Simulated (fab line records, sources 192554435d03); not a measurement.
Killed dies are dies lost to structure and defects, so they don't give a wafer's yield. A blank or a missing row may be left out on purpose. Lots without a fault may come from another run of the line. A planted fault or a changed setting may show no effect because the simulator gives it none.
A struck lot beside a sound one | flow n5_finfet | 14 steps out of a route of 1938
Sound: wafers L764.1, L764.2, L764.4. Struck: wafers L774.1, L774.5, L774.6. The cause comes at the end.
At each step with rows: each side's tool, then ch and its chambers, then its first start. Under that, the readings that differ: sound wafers | struck wafers | difference of the means | sigmas: that difference in standard deviations of wafers without a fault.
alike: readings whose means differ by less than 2 such deviations, and words and numbers that are the same on both sides. not compared: withheld readings, readings that some wafer has no value for, bounds like >300 that may hide the same value, and numbers for which the record gives no deviation and whose values overlap.
The two part at a step that has a row with sigmas, a row that says differs or no value, or rows on one side only. Numbers that don't overlap but have no deviation are shown without sigmas and don't part them. A reading that every wafer of one side lacks parts them only if that side has two wafers or more.

N5_BEOL_M15_ETCH_61: etches BARC in N2/H2, target depth 89 nm, overetch 26.7 nm, time 67.9 s.
  sound on rie_diel-06 ch 0,1,3, day 16 07:49; struck on rie_diel-06 ch 2,3, day 17 01:13
  alike: drypump_motor_current_A, oes_product_au, rf_vpp_V, showerhead_plenum_p_Torr, throttle_valve_pct
  not compared: rf_hours_counter_h
N5_BEOL_M15_TRENCH_ETCH_34: etches SiO2 in C4F8/O2/Ar, target depth 872.93 nm, time 199 s.
  sound on rie_diel-06 ch 0,1,3, day 16 07:52; struck on rie_diel-06 ch 2,3, day 17 01:16
  alike: C4F8_flow_sccm, drypump_motor_current_A, mfc_ar_sccm, oes_product_au, rf_vpp_V, showerhead_plenum_p_Torr, throttle_valve_pct
  not compared: rf_hours_counter_h
then, 3 steps without rows for these wafers: N5_BEOL_M15_STRIP_36 (strips in O2); N5_BEOL_M15_STRIP_62 (strips in O2); N5_BEOL_M15_STRIP_37 (strips in O2).
N5_BEOL_M15_ETCH_38: etches SiCN in CF4/N2, target depth 106.4 nm, time 120.5 s.
  sound on rie_diel-06 ch 0,1,3; struck on rie_diel-01 ch 0,2,3
  alike: drypump_motor_current_A, mfc_ar_sccm, oes_product_au, rf_vpp_V, showerhead_plenum_p_Torr, throttle_valve_pct
  not compared: rf_hours_counter_h
then, 3 steps without rows for these wafers: N5_BEOL_M15_PRECLEAN_39 (cleans in residue remover, time 60 s); N5_BEOL_M15_SRD_40 (time 30 s, dry time 30 s); N5_BEOL_M15_DEGAS_41 (time 60 s).
N5_BEOL_M15_PRE_CLEAN_42: time 30 s.
  sound on pvd_sputter-02, day 16 11:56; struck on pvd_sputter-02, day 17 05:02
  alike: heater_power_w
N5_BEOL_M15_SPUTTER_43: material TaN, target thk 15 nm, time 24.19 s.
  sound on pvd_sputter-02, day 16 11:58; struck on pvd_sputter-02, day 17 05:04
  alike: cathode_dc_power_W, throttle_valve_pct
N5_BEOL_M15_SPUTTER_44: material Ta, target thk 15 nm, time 24.19 s.
  sound on pvd_sputter-02, day 16 12:03; struck on pvd_sputter-02, day 17 05:09
  reading                                     | sound             | struck            | difference | sigmas
  cathode_dc_power_W (W)                      | 15002 14998 14998 | 13866 13857 13861 | -1138      | -99 or more
  model.Ta_of_BEOL_M15_SPUTTER_44.thk_nm (nm) | 15 15 15          | 14.2 14.2 14      | -0.9       |
  alike: throttle_valve_pct
then, 1 step without rows for these wafers: N5_BEOL_M15_SPUTTER_45 (material Cu, target thk 100 nm, time 16.67 s).
N5_PASSIVATION_PROBE_49:
  the record has rows for the sound wafers here (prober-01, day 17 03:32) and none for the struck ones

WHERE THEY PART
First at N5_BEOL_M15_SPUTTER_44; last, within this record, at N5_PASSIVATION_PROBE_49.

WHY: what the simulator had put in
Process parameter drift: pvd_sputter-02, from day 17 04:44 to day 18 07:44, at N5_BEOL_M15_SPUTTER_44. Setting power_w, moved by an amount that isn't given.
